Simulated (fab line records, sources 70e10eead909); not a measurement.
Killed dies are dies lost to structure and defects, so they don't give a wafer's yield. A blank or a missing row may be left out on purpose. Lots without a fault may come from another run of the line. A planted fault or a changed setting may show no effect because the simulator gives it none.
Chamber matching | flow nand_harc | NHARC_A_WL_FILL_STRIP_29 on rie_diel-10: 4 sister chambers
The step strips in O2, time 20 s. 16 wafers are shown with their chamber, then 8 later ones without.

WAFERS WITH THEIR CHAMBER
wafer  | chamber | drypump_motor_current_A (A) | oes_product_au (a.u.) | rf_vpp_V (V)
L074.1 | 1       | 5.2                         | 0.998                 | 56.2
L074.2 | 0       | 5.7                         | 1.027                 | 59.0
L074.5 | 3       | 6.3                         | 0.997                 | 58.0
L077.3 | 1       | 5.2                         | 1.000                 | 59.0
L077.4 | 2       | 5.7                         | 0.996                 | 58.0
L077.5 | 3       | 6.3                         | 0.989                 | 57.5
L078.2 | 3       | 6.3                         | 0.993                 | 55.9
L078.3 | 0       | 5.8                         | 1.015                 | 58.6
L078.5 | 2       | 5.7                         | 0.988                 | 57.5
L081.1 | 3       | 6.3                         | 0.997                 | 56.4
L081.2 | 0       | 5.7                         | 1.009                 | 57.8
L081.3 | 1       | 5.2                         | 0.998                 | 57.6
L086.1 | 1       | 5.2                         | 0.992                 | 58.5
L086.2 | 2       | 5.7                         | 0.993                 | 58.0
L086.5 | 1       | 5.2                         | 1.000                 | 57.0
L090.1 | 2       | 5.7                         | 0.980                 | 58.9

SIGNATURES (means of the wafers above)
reading                 | chamber 0 | chamber 1 | chamber 2 | chamber 3 | scatter within a chamber
drypump_motor_current_A | 5.733     | 5.200     | 5.700     | 6.300     | 0.0236
oes_product_au          | 1.01700   | 0.99760   | 0.98925   | 0.99400   | 0.00579
rf_vpp_V                | 58.467    | 57.660    | 58.100    | 56.950    | 0.897
Rule: a wafer's distance from a chamber is the root of the sum, over the readings, of the square of ((its reading less the chamber's mean) divided by the reading's scatter). The wafer belongs to the nearest chamber; if the next one is less than 2 further off, it can't be placed. The scatter: the root of (the sum of the squares of (reading less its chamber's mean) over the shown wafers, divided by (wafers less chambers)).

WAFERS WITHOUT THEIR CHAMBER
wafer  | drypump_motor_current_A (A) | oes_product_au (a.u.) | rf_vpp_V (V)
L090.4 | 5.2                         | 1.003                 | 57.0
L090.5 | 5.7                         | 0.988                 | 59.5
L092.1 | 5.8                         | 1.011                 | 57.7
L092.5 | 5.8                         | 1.020                 | 57.4
L092.6 | 5.2                         | 1.009                 | 57.5
L094.1 | 5.2                         | 1.001                 | 57.5
L094.2 | 6.3                         | 0.992                 | 57.7
L094.5 | 5.2                         | 1.001                 | 57.5

WHICH CHAMBER EACH WENT THROUGH
wafer  | from the rows above | in truth
L090.4 | 1                   | 1
L090.5 | 2                   | 2
L092.1 | 0                   | 0
L092.5 | 0                   | 0
L092.6 | 1                   | 1
L094.1 | 1                   | 1
L094.2 | 3                   | 3
L094.5 | 1                   | 1
Placed correctly: 8 of 8. Can't be placed from these rows: 0. Placed wrongly: 0.
